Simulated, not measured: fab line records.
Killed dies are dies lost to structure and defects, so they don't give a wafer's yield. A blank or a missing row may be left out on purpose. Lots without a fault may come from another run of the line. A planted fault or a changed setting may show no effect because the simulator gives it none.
Matching of chambers | flow n5-finfet | N5_BEOL_M8_CURE_74 on uv-cure-03 has 3 sister chambers
The step cures SiCOH lowk, time 240 s. 3 wafers are shown with their chamber, then 12 later ones without.

== EACH WAFER AND ITS CHAMBER ==
wafer  | chamber | wafer_temp_C_max
L090.6 | 2       | 387.3
L088.6 | 0       | 386.6
L091.6 | 1       | 387.1

== WAFERS WITHOUT THEIR CHAMBER ==
wafer  | wafer_temp_C_max
L089.2 | 387.0
L089.3 | 387.0
L089.6 | 386.4
L092.3 | 387.5
L092.4 | 387.9
L092.6 | 388.2
L094.1 | 386.8
L094.5 | 386.3
L094.6 | 386.1
L097.1 | 386.2
L097.2 | 387.4
L097.4 | 386.8

== EACH ONE'S CHAMBER ==
wafer  | from the rows above          | in truth
L089.2 | can't be placed: 1 or 2 or 0 | 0
L089.3 | can't be placed: 1 or 2 or 0 | 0
L089.6 | can't be placed: 0 or 1 or 2 | 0
L092.3 | can't be placed: 2 or 1 or 0 | 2
L092.4 | can't be placed: 2 or 1 or 0 | 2
L092.6 | can't be placed: 2 or 1 or 0 | 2
L094.1 | can't be placed: 0 or 1 or 2 | 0
L094.5 | can't be placed: 0 or 1 or 2 | 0
L094.6 | can't be placed: 0 or 1 or 2 | 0
L097.1 | can't be placed: 0 or 1 or 2 | 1
L097.2 | can't be placed: 2 or 1 or 0 | 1
L097.4 | can't be placed: 0 or 1 or 2 | 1
Correctly placed: 0 of 12. Can't be placed from these rows: 12 (the true chamber is among the candidates in 12). Placed wrongly: 0.
How it was worked out, from the rows above alone: a wafer's distance from a chamber is the root of the sum, over the readings, of the square of ((its reading less the chamber's mean) divided by the reading's scatter). If the next closest chamber is less than 2 further off than the closest, the wafer can't be placed; otherwise it belongs to the closest. Each chamber's mean is taken over the wafers shown for it. The scatter: with one shown wafer a chamber, the root of the mean of the squares of how far each hidden wafer lies from its nearest shown one.
